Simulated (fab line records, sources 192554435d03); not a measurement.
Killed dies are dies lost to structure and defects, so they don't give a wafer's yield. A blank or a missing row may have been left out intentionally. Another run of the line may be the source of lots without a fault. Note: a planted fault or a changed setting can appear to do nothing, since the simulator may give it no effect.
Chamber matching :: flow n5 finfet :: 3 sister chambers for N5_BEOL_M5_CURE_80 on uv cure-02
The step cures SiCOH lowk, time 120 s. 3 wafers are shown with their chamber, then 10 later ones without.

WAFERS, EACH WITH ITS CHAMBER
wafer: L076.4
chamber: 1
wafer_temp_C_max: 373.0

wafer: L086.4
chamber: 0
wafer_temp_C_max: 371.8

wafer: L092.4
chamber: 2
wafer_temp_C_max: 372.6

WAFERS WITH NO CHAMBER GIVEN
wafer: L092.5
wafer_temp_C_max: 372.5

wafer: L094.1
wafer_temp_C_max: 371.6

wafer: L094.2
wafer_temp_C_max: 372.1

wafer: L094.3
wafer_temp_C_max: 371.9

wafer: L094.4
wafer_temp_C_max: 371.3

wafer: L094.5
wafer_temp_C_max: 372.3

wafer: L094.6
wafer_temp_C_max: 370.9

wafer: L097.1
wafer_temp_C_max: 371.7

wafer: L097.3
wafer_temp_C_max: 371.8

wafer: L097.5
wafer_temp_C_max: 371.2

CHAMBER TAKEN BY EACH
wafer: L092.5
from the rows above: can't be placed: 2 or 1 or 0
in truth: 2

wafer: L094.1
from the rows above: can't be placed: 0 or 2
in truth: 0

wafer: L094.2
from the rows above: can't be placed: 0 or 2 or 1
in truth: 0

wafer: L094.3
from the rows above: can't be placed: 0 or 2
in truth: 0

wafer: L094.4
from the rows above: can't be placed: 0 or 2
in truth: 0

wafer: L094.5
from the rows above: can't be placed: 2 or 0 or 1
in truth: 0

wafer: L094.6
from the rows above: can't be placed: 0 or 2
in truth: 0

wafer: L097.1
from the rows above: can't be placed: 0 or 2
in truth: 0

wafer: L097.3
from the rows above: can't be placed: 0 or 2
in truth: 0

wafer: L097.5
from the rows above: can't be placed: 0 or 2
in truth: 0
Correct placement for 0 of the 10. These rows do not allow placing 10 (true chamber among the candidates in 10). 0 placed wrongly.
How it was worked out, from the rows above alone: a wafer's distance from a chamber is the root of the sum, over the readings, of the square of ((its reading less the chamber's mean) divided by the reading's scatter). If the next closest chamber is less than 2 further off than the closest, the wafer can't be placed; otherwise it belongs to the closest. For every chamber, the mean is computed from those of its wafers that are shown. The scatter (one wafer shown for each chamber): square how far every hidden wafer sits from the nearest shown wafer, average those squares and take the square root.
